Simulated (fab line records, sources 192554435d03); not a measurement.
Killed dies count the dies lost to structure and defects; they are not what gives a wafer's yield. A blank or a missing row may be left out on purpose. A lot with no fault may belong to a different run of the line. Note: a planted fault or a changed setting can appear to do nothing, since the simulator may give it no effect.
fab line records    flow n5-finfet    part 2 of 2: steps 15 to 22 of 22
record: lots: 5  wafers: 15  last-day: 18
route steps=1938 shown MOL_CONTACT_COAG@574
lots with no fault: from the same line, run without faults
start-h: start of the lot's first displayed wafer, in hours after the record's first day    wait-h: hours since the lot's step before    " repeats the value in the row above    L1.1+2: a single row standing in for several wafers    - no value present, or no start provided    * or withheld: withheld    < > ~ a bound
route shown NAME@n: NAME is a module with steps in the file, n the number in the route of the first one    usual: mean and standard deviation over wafers with no fault    same: alike in all rows    chamber/n: place in a boat    sites: the reading at each site    _std_site: standard deviation across them    _edge_site: the outer-site mean with the inner-site mean subtracted    radius-mm: how far each site lies from the wafer's centre    mask NAME#n: copy n    behind: the tool/chamber that last shaped the wafer    hold: reason for holding the lot/hours on hold/outcome of the hold    device: which transistor (n, p or np) failed to switch    end of line: the same wafers' tests at the end of the route    a step given without rows: its recipe and nothing more    killed: dies lost to structure and defects at the first sort, not the wafer's yield    map: the dies of a wafer, with x for killed, . for not killed, _ for no die there
set.NAME: the setting that was run; set.NAME@STEP: the one run at that earlier step    model.NAME: the simulator's own value behind a step, which no gauge read
a table for each step, a row for each wafer; lots at some steps of the route
services: from which hour (start-h, from the record's first day; less than 0 if before it) a tool's chamber was out of use, for how many hours, and why
== steps ==
step: N5_MOL_CONTACT_COAG_ETCH_47
recipe: chemistry: CH3F/O2  target: SiNx  target-depth-a: 270  mask-material: SiO2  stop-on: W  over-etch-frac: 0.2  ion-energy-ev: 120  endpoint: OES-CN  pressure-mtorr: 30  source-w: 395  bias-w: 73  Ar_flow_sccm: 150  CH3F_flow_sccm: 30  O2_flow_sccm: 20  ends: end-point
usual: bias-w: 73.02/0.24  drypump-motor-current-A: 5.9/0.59  etch-rf-on-time-s: 31.5/0.61  oes_o_777_au: 0.75/0.048  oes-product-au: 0.68/0.045  rf-vpp-V: 300/5.8  showerhead-plenum-p-Torr: 2.00/0.065  throttle-valve-pct: 16.40/0.27
lot.wafer  tool         chamber  start-h  wait-h  bias-w  drypump-motor-current-A  etch-rf-on-time-s  oes_o_777_au  oes-product-au  rf-hours-counter-h  rf-vpp-V  showerhead-plenum-p-Torr  throttle-valve-pct
L077.1     rie-diel-06  0        118.40   0.0     73.22   5.7                      32.0               0.70          0.63            202                 287       1.89                      16.59
L077.2     "            2        "        "       72.85   4.9                      32.2               0.68          0.63            188                 303       2.08                      16.81
L077.5     "            2        "        "       72.93   4.9                      31.9               0.68          0.62            -                   302       2.08                      16.80
L081.1     rie-diel-02  3        141.02   0.0     73.01   5.7                      31.1               0.76          0.64            188                 296       2.00                      16.58
L081.3     "            0        "        "       73.50   5.7                      30.6               0.79          0.71            132                 308       2.01                      16.41
L081.5     "            1        "        "       72.91   6.7                      31.3               0.84          0.74            -                   291       2.12                      16.08
L086.2     rie-diel-05  2        173.09   0.0     72.91   6.3                      31.8               0.72          0.64            195                 294       2.00                      16.72
L086.4     "            2        "        "       72.93   6.2                      31.3               0.72          0.65            -                   296       2.00                      16.71
L086.6     "            1        "        "       73.01   6.7                      32.1               0.77          0.69            -                   305       2.03                      16.07
L089.1     rie-diel-05  3        191.60   0.0     72.61   5.5                      31.4               0.82          0.76            53                  301       1.96                      16.22
L089.2     "            1        "        "       72.92   6.7                      31.8               0.76          0.68            118                 303       2.03                      16.08
L089.3     "            2        "        "       72.95   6.3                      31.9               0.71          0.63            201                 295       2.00                      16.71
L096.1     rie-diel-05  0        232.45   0.0     72.99   6.4                      30.3               0.80          0.72            114                 305       2.02                      16.41
L096.3     "            1        "        "       72.87   6.7                      31.7               0.75          0.68            131                 303       2.02                      16.12
L096.5     "            0        "        "       73.37   6.4                      30.1               0.80          0.73            -                   304       2.02                      16.43
step: N5_MOL_CONTACT_COAG_STRIP_119
recipe: chemistry: N2/H2  time-s: 30  power-w: 1000  temp-c: 250  pressure-mtorr: withheld  n2-flow-sccm: 1750  h2-flow-sccm: 3250
usual: drypump-motor-current-A: 5.94/0.13  heater-power-w: 291/36  temp-c: 249.98/0.16
lot.wafer  tool             chamber  start-h  wait-h  drypump-motor-current-A  heater-power-w  rf-hours-counter-h  temp-c
L077.1     plasma-asher-02  1        118.49   0.1     5.78                     286             42                  249.96
L077.2     "                0        "        "       6.01                     249             42                  249.89
L077.5     "                1        "        "       5.78                     282             -                   250.12
L081.1     plasma-asher-01  0        141.10   0.1     6.10                     339             103                 249.95
L081.3     "                0        "        "       6.09                     341             -                   250.05
L081.5     "                1        "        "       5.91                     325             -                   250.08
L086.2     plasma-asher-01  0        173.17   0.1     6.13                     336             110                 249.98
L086.4     "                0        "        "       6.09                     339             -                   250.25
L086.6     "                0        "        "       6.09                     328             -                   249.98
L089.1     plasma-asher-02  0        191.68   0.1     6.02                     255             56                  250.10
L089.2     "                1        "        "       5.77                     284             56                  250.22
L089.3     "                0        "        "       6.04                     245             -                   250.09
L096.1     plasma-asher-02  1        232.53   0.1     5.78                     282             63                  250.05
L096.3     "                1        "        "       5.76                     275             -                   249.94
L096.5     "                0        "        "       6.07                     249             -                   250.09
step: N5_MOL_CONTACT_COAG_PRECLEAN_144
recipe: chemistry: alkaline-clean  temp-c: 60  time-s: 60  do-ppb: 50
usual: temp-c: 60.01/0.11
lot.wafer  tool          chamber  start-h  wait-h  temp-c
L077.1     wet-bench-01  1        118.57   0.1     60.01
L077.2     "             0        "        "       60.02
L077.5     "             7        "        "       59.94
L081.1     wet-bench-01  3        141.19   0.1     60.16
L081.3     "             1        "        "       59.96
L081.5     "             6        "        "       60.04
L086.2     wet-bench-01  1        173.26   0.1     60.04
L086.4     "             3        "        "       59.85
L086.6     "             0        "        "       60.04
L089.1     wet-bench-04  1        191.77   0.1     59.97
L089.2     "             4        "        "       59.71
L089.3     "             3        "        "       59.85
L096.1     wet-bench-01  2        232.62   0.1     59.99
L096.3     "             7        "        "       59.92
L096.5     "             0        "        "       60.01
step: N5_MOL_CONTACT_COAG_SRD_145
recipe: dry: ipa-marangoni  time-s: 30  temp-c: 23  rinse-liquid: diw
usual: temp-c: 23.02/0.11
lot.wafer  tool          chamber  start-h  wait-h  temp-c
L077.1     wet-bench-01  1        118.59   0.0     23.07
L077.2     "             0        "        "       22.88
L077.5     "             7        "        "       23.05
L081.1     wet-bench-01  3        141.20   0.0     23.14
L081.3     "             1        "        "       23.07
L081.5     "             6        "        "       22.90
L086.2     wet-bench-01  1        173.28   0.0     23.08
L086.4     "             3        "        "       22.95
L086.6     "             0        "        "       23.37
L089.1     wet-bench-04  1        191.79   0.0     22.89
L089.2     "             4        "        "       23.06
L089.3     "             3        "        "       22.99
L096.1     wet-bench-01  2        232.64   0.0     22.97
L096.3     "             7        "        "       22.96
L096.5     "             0        "        "       23.11
step: N5_MOL_CONTACT_COAG_CD_MEAS_137
recipe: target-cd-nm: 16
usual: cd-nm: 16.0/0.35
lot.wafer  tool       chamber  start-h  wait-h  cd-nm
L077.1     cd-sem-01  -        118.63   0.0     15.9
L077.2     "          -        "        "       16.4
L077.5     "          -        "        "       16.2
L081.1     cd-sem-02  -        141.24   0.0     15.9
L081.3     "          -        "        "       15.9
L081.5     "          -        "        "       16.0
L086.2     cd-sem-03  -        173.32   0.0     15.6
L086.4     "          -        "        "       16.1
L086.6     "          -        "        "       16.1
L089.1     cd-sem-01  -        191.83   0.0     16.1
L089.2     "          -        "        "       15.9
L089.3     "          -        "        "       15.5
L096.1     cd-sem-03  -        232.68   0.0     15.7
L096.3     "          -        "        "       16.1
L096.5     "          -        "        "       15.2
step: N5_MOL_CONTACT_COAG_COAT_62
recipe: resist: SOC  temp-c: 250  time-s: 60  spin-rpm: 1500  resist-thk-nm: 60
usual: exhaust-pa: 45.1/0.93  resist-line-temp-C: 22.98/0.1
lot.wafer  tool            chamber  start-h  wait-h  exhaust-pa  resist-line-temp-C
L077.1     litho-track-03  0        118.67   0.0     45.1        22.83
L077.2     "               0        "        "       43.3        22.85
L077.5     "               0        "        "       43.0        23.08
L081.1     litho-track-05  0        141.28   0.0     45.0        23.02
L081.3     "               0        "        "       45.1        22.88
L081.5     "               0        "        "       46.1        22.91
L086.2     litho-track-03  0        173.36   0.0     45.8        23.04
L086.4     "               0        "        "       45.6        23.05
L086.6     "               0        "        "       46.8        23.24
L089.1     litho-track-03  0        191.87   0.0     45.4        23.03
L089.2     "               0        "        "       46.3        23.12
L089.3     "               0        "        "       46.0        23.10
L096.1     litho-track-02  0        232.71   0.0     45.0        22.88
L096.3     "               0        "        "       46.9        22.87
L096.5     "               0        "        "       43.5        22.76
step: N5_MOL_CONTACT_COAG_COAT_63
recipe: resist: SiARC  temp-c: 220  time-s: 60  spin-rpm: 1500  resist-thk-nm: 10
usual: exhaust-pa: 45.2/0.89  resist-line-temp-C: 22.98/0.11
lot.wafer  tool            chamber  start-h  wait-h  exhaust-pa  resist-line-temp-C
L077.1     litho-track-03  0        -        -       45.9        23.10
L077.2     "               0        "        "       46.5        22.97
L077.5     "               0        "        "       45.0        23.05
L081.1     litho-track-05  0        -        -       45.7        22.94
L081.3     "               0        "        "       45.8        23.00
L081.5     "               0        "        "       45.7        22.97
L086.2     litho-track-03  0        -        -       45.4        23.03
L086.4     "               0        "        "       46.4        23.09
L086.6     "               0        "        "       45.6        23.00
L089.1     litho-track-03  0        -        -       44.3        22.78
L089.2     "               0        "        "       44.9        22.98
L089.3     "               0        "        "       44.3        22.70
L096.1     litho-track-02  0        -        -       46.5        22.96
L096.3     "               0        "        "       46.1        22.97
L096.5     "               0        "        "       46.4        23.00
step: N5_MOL_CONTACT_COAG_COAT_64
recipe: resist: underlayer  temp-c: 205  time-s: 60  spin-rpm: 1500  resist-thk-nm: 10
usual: exhaust-pa: 45.2/0.91  resist-line-temp-C: 22.98/0.11
lot.wafer  tool            chamber  start-h  wait-h  exhaust-pa  resist-line-temp-C
L077.1     litho-track-03  0        -        -       45.1        23.04
L077.2     "               0        "        "       44.4        23.10
L077.5     "               0        "        "       45.0        22.92
L081.1     litho-track-05  0        -        -       44.5        23.07
L081.3     "               0        "        "       44.4        23.05
L081.5     "               0        "        "       44.1        23.00
L086.2     litho-track-03  0        -        -       44.3        22.86
L086.4     "               0        "        "       45.5        22.94
L086.6     "               0        "        "       44.1        22.92
L089.1     litho-track-03  0        -        -       46.5        22.94
L089.2     "               0        "        "       46.3        23.02
L089.3     "               0        "        "       46.7        22.99
L096.1     litho-track-02  0        -        -       45.6        22.73
L096.3     "               0        "        "       45.7        22.78
L096.5     "               0        "        "       45.5        22.81
== services ==
tool             chamber  start-h  hours  kind
rie-diel-02      1        96.54    4.5    repair
rie-diel-05      3        102.56   2.6    repair
plasma-asher-02  -        104.06   2.8    pm
ald-sin-02       0        110.53   4.8    repair
rie-diel-06      2        122.85   3.9    repair
ald-sin-01       3        124.68   14.4   repair
ald-sin-01       2        130.05   33.2   repair
rie-diel-06      0        138.95   18.3   repair
ald-sin-02       0        141.93   1.6    repair
rie-diel-05      -        146.10   14.6   pm
litho-track-05   -        157.26   -      consumable-replace:filter
rie-diel-05      0        161.45   14.5   repair
rie-diel-05      2        176.47   4.3    repair
ald-sin-03       -        177.52   14.0   pm
ald-sin-03       0        177.52   14.0   vent-cycle
ald-sin-03       1        177.52   14.0   vent-cycle
ald-sin-03       2        177.52   14.0   vent-cycle
ald-sin-03       3        177.52   14.0   vent-cycle
ald-sin-02       -        183.50   0.2    repair
ald-sin-01       0        197.52   1.3    repair
rie-diel-02      -        212.23   1.0    repair
ald-sin-01       2        213.45   1.4    repair
rie-diel-06      -        227.77   0.4    repair
rie-diel-05      3        229.94   6.9    repair
